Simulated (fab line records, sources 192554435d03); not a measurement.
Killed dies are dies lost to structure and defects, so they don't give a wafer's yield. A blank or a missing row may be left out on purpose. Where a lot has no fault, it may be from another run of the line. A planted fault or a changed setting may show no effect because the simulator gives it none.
Struck lot and sound lot, side by side	flow n5-finfet	21 out of 1938 route steps
Sound: the wafers L908.2, L908.5, L908.6. The struck wafers were L894.1, L894.2, L894.6. At the end, the cause is stated.
Each step with rows lists, per side, the tool, then ch with its chambers, then its first start. Under that, the readings that differ: sound wafers	struck wafers	difference of the means	sigmas: that difference in standard deviations of wafers without a fault.
alike: readings with means less than 2 such deviations apart, plus words and numbers identical on both sides. not compared: withheld readings, readings lacking a value on some wafer, bounds such as >300 that could conceal the same value, and numbers that have no deviation in the record and whose values overlap.
The two part at a step that has a row with sigmas, a row that says differs or no value, or rows on one side only. Numbers that have no deviation but don't overlap get no sigmas and don't part them. A reading that every wafer of one side lacks parts them only if that side has two wafers or more.

first, 8 steps without rows for these wafers: N5_BEOL_M14_DESCUM_15 (chemistry O2, time 7.9 s); N5_BEOL_M14_ETCH_59 (etches BARC in N2/H2, target depth 89 nm, overetch 26.7 nm, time 67.9 s); N5_BEOL_M14_VIA_ETCH_16 (etches SiO2 in C4F8/O2/Ar, target depth 1231.3 nm); N5_BEOL_M14_STRIP_63 (strips in O2); N5_BEOL_M14_STRIP_64 (strips in O2); N5_BEOL_M14_STRIP_71 (strips in post etch residue remover, time 60 s); N5_BEOL_M14_SRD_72 (time 30 s, dry time 30 s); N5_BEOL_M14_COAT_65 (time 60 s, resist thk 450 nm).
N5_BEOL_M14_COAT_66: time 60 s, resist thk 110 nm.
  sound on litho-track-03 ch 0, day 16 05:12; struck on litho-track-01 ch 0, day 12 12:39
reading	sound	struck	difference	sigmas
spin-speed-rpm (rpm)	1500.2 1499.2 1498.6	1566.0 1564.8 1566.2	+66.3	+71
model.SiARC_of_BEOL_M14_COAT_66.thk-nm (nm)	110.8 110.2 110.6	107 106.6 106.6	-4	
  alike: resist-line-temp-C
then, 8 steps without rows for these wafers: N5_BEOL_M14_COAT_22 (resist thk 300 nm); N5_BEOL_M14_EBR_24; N5_BEOL_M14_SOFTBAKE_23 (time 60 s); N5_BEOL_M14_EXPOSE_25 (exposes mask M14, target cd 280 nm); N5_BEOL_M14_PEB_26 (peb time 90 s); N5_BEOL_M14_DEVELOP_27 (develop time 45 s); N5_BEOL_M14_HARDBAKE_32 (time 120 s); N5_BEOL_M14_DESCUM_33 (chemistry O2, time 7.9 s).
N5_BEOL_M14_ETCH_67: etches SiARC in CF4, target depth 143 nm, time 238.3 s.
  sound on rie-diel-05 ch 1,2, day 16 05:37; struck on rie-diel-02 ch 0,2, day 12 13:26
reading	sound	struck	difference	sigmas
model.etch.depth-nm (nm)	110.8 110.1 110.6	107 106.7 106.6	-4	
model.coat_of_BEOL_M14_COAT_22.thk-nm (nm)	209.8 211.2 211.4	212.4 212.6 212.4	+1.7	
  alike: drypump-motor-current-A, etch-rf-on-time-s, oes-product-au, rf-vpp-V, showerhead-plenum-p-Torr, throttle-valve-pct
  not compared: rf-hours-counter-h
N5_BEOL_M14_ETCH_68: etches SOC in N2/H2, time 450 s.
  sound on rie-diel-05 ch 1,2, day 16 05:46; struck on rie-diel-02 ch 0,2, day 12 13:35
reading	sound	struck	difference	sigmas
model.SiARC_of_BEOL_M14_COAT_66.thk-nm (nm)	68 65.4 68	63 62 62	-5	
  alike: drypump-motor-current-A, oes-product-au, rf-vpp-V, showerhead-plenum-p-Torr, throttle-valve-pct
  not compared: rf-hours-counter-h
then, 1 step without rows for these wafers: N5_BEOL_M14_STRIP_69 (strips in N2/H2).
N5_PASSIVATION_PROBE_49:
  sound on prober-02 at day 17 10:59; struck on prober-02 at day 13 17:00
  alike: defect-limited-yield, killed_at_M0_to_M3, killed_at_M4_up, killed-at-contacts, killed-at-front-end, killed-at-other, killed-dies, killed-on-rim, killed-open, killed-short, sort_bin_4_leakage, sort_bin_5_function, sort_bin_6_memory, sort_bin_8_speed, sort-n-pass, sort-yield-pct

== WHERE THEY PART ==
Only at N5_BEOL_M14_COAT_66, within this record. Later steps at which nothing parts them and some readings are alike: N5_BEOL_M14_ETCH_67, N5_BEOL_M14_ETCH_68, N5_PASSIVATION_PROBE_49.

WHY: whatever the simulator had introduced
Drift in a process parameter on litho-track-01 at N5_BEOL_M14_COAT_66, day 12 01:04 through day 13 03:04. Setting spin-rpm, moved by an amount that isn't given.
